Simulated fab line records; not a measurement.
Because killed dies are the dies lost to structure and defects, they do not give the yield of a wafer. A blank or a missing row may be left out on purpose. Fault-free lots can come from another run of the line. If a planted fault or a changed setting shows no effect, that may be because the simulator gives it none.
Which tool did it? + flow nandHarc + 24 lots with 72 wafers sampled at 5 steps, on a route of 1302 steps

WHAT THE GAUGES READ, wafer by wafer
NHARC_A_BLC_INSPECT_28. Usual: rawDefectCount 550, standard deviation 140.
| lot  | measured     | on               | rawDefectCount | flag |
|------|--------------|------------------|----------------|------|
| L075 | day 23 01:07 | defectInspect-01 | 505 690 530    |      |
| L074 | day 23 09:54 | defectInspect-01 | 451 605 400    |      |
| L076 | day 23 23:17 | defectInspect-02 | 521 847 610    |      |
| L077 | day 24 08:21 | defectInspect-01 | 584 401 375    |      |
| L078 | day 24 15:49 | defectInspect-02 | 510 396 606    |      |
| L080 | day 25 05:14 | defectInspect-01 | 542 478 492    |      |
| L079 | day 25 08:14 | defectInspect-01 | 497 626 540    |      |
| L081 | day 25 17:11 | defectInspect-02 | 689 682 642    |      |
| L082 | day 26 09:01 | defectInspect-02 | 577 418 504    |      |
| L086 | day 27 01:25 | defectInspect-01 | 1019 503 377   |      |
| L083 | day 27 04:00 | defectInspect-01 | 536 580 662    |      |
| L084 | day 27 14:42 | defectInspect-01 | 476 446 365    |      |
| L085 | day 27 21:16 | defectInspect-02 | 503 408 611    |      |
| L087 | day 28 09:46 | defectInspect-01 | 537 708 509    |      |
| L089 | day 28 15:56 | defectInspect-02 | 626 593 570    |      |
| L088 | day 29 03:46 | defectInspect-01 | 554 623 626    |      |
| L090 | day 29 05:43 | defectInspect-01 | 637 769 911    |      |
| L092 | day 29 22:53 | defectInspect-01 | 653 558 520    |      |
| L091 | day 30 01:59 | defectInspect-01 | 383 532 313    |      |
| L093 | day 30 08:05 | defectInspect-01 | 611 387 431    |      |
| L094 | day 30 23:52 | defectInspect-01 | 417 402 495    |      |
| L095 | day 31 01:46 | defectInspect-01 | 782 534 612    |      |
| L096 | day 31 15:46 | defectInspect-01 | 597 443 587    |      |
| L097 | day 33 00:27 | defectInspect-01 | 443 404 543    |      |

NHARC_A_M0_INSPECT_11. Usual: rawDefectCount 88, standard deviation 38.
| lot  | measured     | on               | rawDefectCount | flag |
|------|--------------|------------------|----------------|------|
| L075 | day 23 02:08 | defectInspect-01 | 112 120 135    |      |
| L074 | day 23 10:48 | defectInspect-02 | 24 18 26       |      |
| L076 | day 24 00:18 | defectInspect-01 | 124 131 111    |      |
| L077 | day 24 09:22 | defectInspect-01 | 65 70 74       |      |
| L078 | day 24 16:51 | defectInspect-02 | 66 66 70       |      |
| L080 | day 25 06:08 | defectInspect-01 | 75 76 49       |      |
| L079 | day 25 09:08 | defectInspect-01 | 126 124 144    |      |
| L081 | day 25 18:05 | defectInspect-01 | 169 152 158    |      |
| L082 | day 26 09:55 | defectInspect-01 | 23 33 36       |      |
| L086 | day 27 02:27 | defectInspect-02 | 41 45 42       |      |
| L083 | day 27 05:01 | defectInspect-02 | 134 107 116    |      |
| L084 | day 27 15:36 | defectInspect-01 | 69 81 69       |      |
| L085 | day 27 22:25 | defectInspect-01 | 124 108 113    |      |
| L087 | day 28 10:47 | defectInspect-02 | 96 98 92       |      |
| L089 | day 28 16:50 | defectInspect-01 | 78 61 78       |      |
| L088 | day 29 04:40 | defectInspect-02 | 106 107 112    |      |
| L090 | day 29 06:37 | defectInspect-02 | 143 141 142    |      |
| L092 | day 29 23:54 | defectInspect-02 | 124 106 128    |      |
| L091 | day 30 03:01 | defectInspect-01 | 60 55 75       |      |
| L093 | day 30 09:14 | defectInspect-01 | 74 79 80       |      |
| L094 | day 31 00:45 | defectInspect-02 | 63 70 55       |      |
| L095 | day 31 02:40 | defectInspect-01 | 89 93 86       |      |
| L096 | day 31 16:48 | defectInspect-02 | 137 129 126    |      |
| L097 | day 33 01:29 | defectInspect-01 | 19 36 19       |      |

NHARC_A_M0_THK_MEAS_24: measures by xrf. Usual: thkNm 113.6 nm, standard deviation 1.8.
| lot  | measured     | on           | thkNm (nm)        | flag |
|------|--------------|--------------|-------------------|------|
| L075 | day 23 04:34 | filmMetro-02 | 113.9 112.3 114.2 |      |
| L074 | day 23 13:15 | filmMetro-02 | 113.6 111.4 113.8 |      |
| L076 | day 24 02:41 | filmMetro-02 | 114.1 114.7 116.3 |      |
| L077 | day 24 11:46 | filmMetro-02 | 114.6 112.6 111.9 |      |
| L078 | day 24 19:17 | filmMetro-01 | 113.6 111.0 115.1 |      |
| L080 | day 25 08:31 | filmMetro-02 | 109.4 113.8 111.7 |      |
| L079 | day 25 11:30 | filmMetro-02 | 112.1 112.8 114.3 |      |
| L081 | day 25 20:31 | filmMetro-02 | 114.3 111.0 113.3 |      |
| L082 | day 26 12:19 | filmMetro-01 | 112.8 112.5 112.5 |      |
| L086 | day 27 04:49 | filmMetro-02 | 111.5 111.5 113.8 |      |
| L083 | day 27 07:23 | filmMetro-01 | 112.3 115.1 115.6 |      |
| L084 | day 27 18:48 | filmMetro-02 | 114.7 113.8 110.1 |      |
| L085 | day 28 00:47 | filmMetro-02 | 111.3 113.5 111.6 |      |
| L087 | day 28 13:10 | filmMetro-01 | 112.9 116.7 116.0 |      |
| L089 | day 28 19:18 | filmMetro-02 | 114.4 114.2 116.5 |      |
| L088 | day 29 07:02 | filmMetro-02 | 112.4 112.9 113.6 |      |
| L090 | day 29 09:00 | filmMetro-01 | 114.5 112.6 113.4 |      |
| L092 | day 30 02:17 | filmMetro-01 | 112.0 113.0 111.5 |      |
| L091 | day 30 05:28 | filmMetro-02 | 117.8 114.8 115.4 |      |
| L093 | day 30 11:44 | filmMetro-02 | 115.7 112.2 111.9 |      |
| L094 | day 31 03:16 | filmMetro-01 | 111.9 110.5 112.5 |      |
| L095 | day 31 05:03 | filmMetro-01 | 113.8 115.8 112.8 |      |
| L096 | day 31 19:11 | filmMetro-02 | 115.4 116.0 116.2 |      |
| L097 | day 33 03:54 | filmMetro-02 | 116.3 117.8 115.6 |      |

EACH LOT AND THE TOOL THAT RAN IT (in order: tool; ch and the chambers of the sampled wafers; start)
| lot  | NHARC_A_M0_PVD_20                      | NHARC_A_M0_ANNEAL_30            |
|------|----------------------------------------|---------------------------------|
| L075 | pvdSputter-02, day 23 04:00 or earlier | rtpAnneal-02 ch 0, day 23 04:00 |
| L074 | pvdSputter-01, day 23 12:35 or earlier | rtpAnneal-01 ch 0, day 23 12:35 |
| L076 | pvdSputter-01, day 24 02:07 or earlier | rtpAnneal-02 ch 0, day 24 02:07 |
| L077 | pvdSputter-03, day 24 11:08 or earlier | rtpAnneal-01 ch 0, day 24 11:08 |
| L078 | pvdSputter-01, day 24 18:47 or earlier | rtpAnneal-02 ch 0, day 24 18:47 |
| L080 | pvdSputter-03, day 25 07:51 or earlier | rtpAnneal-02 ch 0, day 25 07:51 |
| L079 | pvdSputter-03, day 25 10:50 or earlier | rtpAnneal-02 ch 0, day 25 10:50 |
| L081 | pvdSputter-03, day 25 19:52 or earlier | rtpAnneal-02 ch 0, day 25 19:52 |
| L082 | pvdSputter-02, day 26 11:39 or earlier | rtpAnneal-02 ch 0, day 26 11:39 |
| L086 | pvdSputter-02, day 27 04:13 or earlier | rtpAnneal-01 ch 0, day 27 04:13 |
| L083 | pvdSputter-02, day 27 06:47 or earlier | rtpAnneal-01 ch 0, day 27 06:47 |
| L084 | pvdSputter-03, day 27 18:02 or earlier | rtpAnneal-02 ch 0, day 27 18:02 |
| L085 | pvdSputter-01, day 28 00:14 or earlier | rtpAnneal-01 ch 0, day 28 00:14 |
| L087 | pvdSputter-03, day 28 12:30 or earlier | rtpAnneal-02 ch 0, day 28 12:30 |
| L089 | pvdSputter-03, day 28 18:41 or earlier | rtpAnneal-01 ch 0, day 28 18:41 |
| L088 | pvdSputter-01, day 29 06:29 or earlier | rtpAnneal-02 ch 0, day 29 06:29 |
| L090 | pvdSputter-03, day 29 08:20 or earlier | rtpAnneal-02 ch 0, day 29 08:20 |
| L092 | pvdSputter-01, day 30 01:37 or earlier | rtpAnneal-02 ch 0, day 30 01:37 |
| L091 | pvdSputter-02, day 30 04:48 or earlier | rtpAnneal-01 ch 0, day 30 04:48 |
| L093 | pvdSputter-02, day 30 11:04 or earlier | rtpAnneal-01 ch 0, day 30 11:04 |
| L094 | pvdSputter-01, day 31 02:36 or earlier | rtpAnneal-01 ch 0, day 31 02:36 |
| L095 | pvdSputter-01, day 31 04:23 or earlier | rtpAnneal-02 ch 0, day 31 04:23 |
| L096 | pvdSputter-03, day 31 18:32 or earlier | rtpAnneal-01 ch 0, day 31 18:32 |
| L097 | pvdSputter-01, day 33 03:17 or earlier | rtpAnneal-01 ch 0, day 33 03:17 |
- NHARC_A_M0_PVD_20: deposits TaN, target thk 5 nm, time 8.06 s.
- NHARC_A_M0_ANNEAL_30: time 90 s.

AS READ BY THE TOOLS THEMSELVES (means over the sampled wafers that have a number; for cases with no such wafer, the mark the record gives instead)
NHARC_A_M0_PVD_20. Usual: throttleValvePct 30.1 %, standard deviation 0.95.
| lot  | tool          | throttleValvePct (%) | flag |
|------|---------------|----------------------|------|
| L075 | pvdSputter-02 | 30.3                 |      |
| L074 | pvdSputter-01 | 29.3                 |      |
| L076 | pvdSputter-01 | 30.3                 |      |
| L077 | pvdSputter-03 | 30.0                 |      |
| L078 | pvdSputter-01 | 29.4                 |      |
| L080 | pvdSputter-03 | 30.3                 |      |
| L079 | pvdSputter-03 | 30.3                 |      |
| L081 | pvdSputter-03 | 30.1                 |      |
| L082 | pvdSputter-02 | 30.6                 |      |
| L086 | pvdSputter-02 | 29.4                 |      |
| L083 | pvdSputter-02 | 30.3                 |      |
| L084 | pvdSputter-03 | 30.6                 |      |
| L085 | pvdSputter-01 | 30.2                 |      |
| L087 | pvdSputter-03 | 29.9                 |      |
| L089 | pvdSputter-03 | 30.6                 |      |
| L088 | pvdSputter-01 | 29.6                 |      |
| L090 | pvdSputter-03 | 30.2                 |      |
| L092 | pvdSputter-01 | 30.2                 |      |
| L091 | pvdSputter-02 | 30.2                 |      |
| L093 | pvdSputter-02 | 30.7                 |      |
| L094 | pvdSputter-01 | 30.1                 |      |
| L095 | pvdSputter-01 | 30.1                 |      |
| L096 | pvdSputter-03 | 30.5                 |      |
| L097 | pvdSputter-01 | 29.7                 |      |

NHARC_A_M0_ANNEAL_30. Usual: wafer_temp_C_max 226.2, standard deviation 0.44.
| lot  | tool         | wafer_temp_C_max | flag |
|------|--------------|------------------|------|
| L075 | rtpAnneal-02 | 226.2            |      |
| L074 | rtpAnneal-01 | 226.1            |      |
| L076 | rtpAnneal-02 | 226.4            |      |
| L077 | rtpAnneal-01 | 225.7            |      |
| L078 | rtpAnneal-02 | 226.6            |      |
| L080 | rtpAnneal-02 | 226.6            |      |
| L079 | rtpAnneal-02 | 226.5            |      |
| L081 | rtpAnneal-02 | 226.6            |      |
| L082 | rtpAnneal-02 | 226.2            |      |
| L086 | rtpAnneal-01 | 225.7            |      |
| L083 | rtpAnneal-01 | 225.8            |      |
| L084 | rtpAnneal-02 | 226.4            |      |
| L085 | rtpAnneal-01 | 226.0            |      |
| L087 | rtpAnneal-02 | 226.6            |      |
| L089 | rtpAnneal-01 | 225.8            |      |
| L088 | rtpAnneal-02 | 226.3            |      |
| L090 | rtpAnneal-02 | 226.6            |      |
| L092 | rtpAnneal-02 | 226.4            |      |
| L091 | rtpAnneal-01 | 225.5            |      |
| L093 | rtpAnneal-01 | 225.7            |      |
| L094 | rtpAnneal-01 | 225.7            |      |
| L095 | rtpAnneal-02 | 226.5            |      |
| L096 | rtpAnneal-01 | 225.8            |      |
| L097 | rtpAnneal-01 | 225.7            |      |

THE ANSWER, worked out from the rows above alone
Rule: lot off if the mean of its wafers having a number is beyond 3 standard deviations from the usual mean. Also off: a lot with no number at a reading for which 4 or more lots have one. All remaining lots with rows at the step are treated as sound. First the gauges in route order, then the tools' own readings, where a lot's mean is used as printed above. At the first step where some lot is off, the reading lying furthest off is the one used; lots without a number count as furthest.
No lot is off on any of the readings shown, so nothing can be concluded from this.

WHAT THE SIMULATOR HAD PUT IN
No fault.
